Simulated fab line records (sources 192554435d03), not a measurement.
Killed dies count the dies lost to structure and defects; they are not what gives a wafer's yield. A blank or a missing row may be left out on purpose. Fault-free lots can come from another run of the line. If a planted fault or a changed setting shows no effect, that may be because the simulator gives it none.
Chamber matching :: flow n5 finfet :: N5_BEOL_M7_STRIP_19 on rie diel-02 has 4 sister chambers
The step strips in O2. 4 wafers are shown with their chamber, then 8 later ones without.

== WAFERS, EACH WITH ITS CHAMBER ==
wafer: L080.6
chamber: 0
showerhead plenum p Torr (Torr): 2.02

wafer: L084.1
chamber: 1
showerhead plenum p Torr (Torr): 2.20

wafer: L084.4
chamber: 3
showerhead plenum p Torr (Torr): 1.95

wafer: L088.1
chamber: 2
showerhead plenum p Torr (Torr): 2.08

== WAFERS MISSING THEIR CHAMBER ==
wafer: L088.2
showerhead plenum p Torr (Torr): 2.19

wafer: L088.6
showerhead plenum p Torr (Torr): 2.02

wafer: L092.1
showerhead plenum p Torr (Torr): 2.01

wafer: L092.3
showerhead plenum p Torr (Torr): 1.95

wafer: L092.5
showerhead plenum p Torr (Torr): 1.95

wafer: L095.2
showerhead plenum p Torr (Torr): 2.19

wafer: L095.4
showerhead plenum p Torr (Torr): 2.01

wafer: L095.5
showerhead plenum p Torr (Torr): 2.01

== CHAMBER TAKEN BY EACH ==
wafer: L088.2
from the rows above: 1
in truth: 1

wafer: L088.6
from the rows above: 0
in truth: 0

wafer: L092.1
from the rows above: 0
in truth: 0

wafer: L092.3
from the rows above: 3
in truth: 3

wafer: L092.5
from the rows above: 3
in truth: 3

wafer: L095.2
from the rows above: 1
in truth: 1

wafer: L095.4
from the rows above: 0
in truth: 0

wafer: L095.5
from the rows above: 0
in truth: 0
Placed correctly: 8 of 8. Not placeable from these rows: 0. Number placed wrongly: 0.
How it was worked out, from the rows above alone: a wafer's distance from a chamber is the root of the sum, over the readings, of the square of ((its reading less the chamber's mean) divided by the reading's scatter). The wafer belongs to the nearest chamber; if the next one is less than 2 further off, it can't be placed. The mean given for a chamber averages the wafers shown for that chamber. The scatter: root of mean squared gap, hidden wafer to nearest shown wafer, with one shown wafer a chamber.
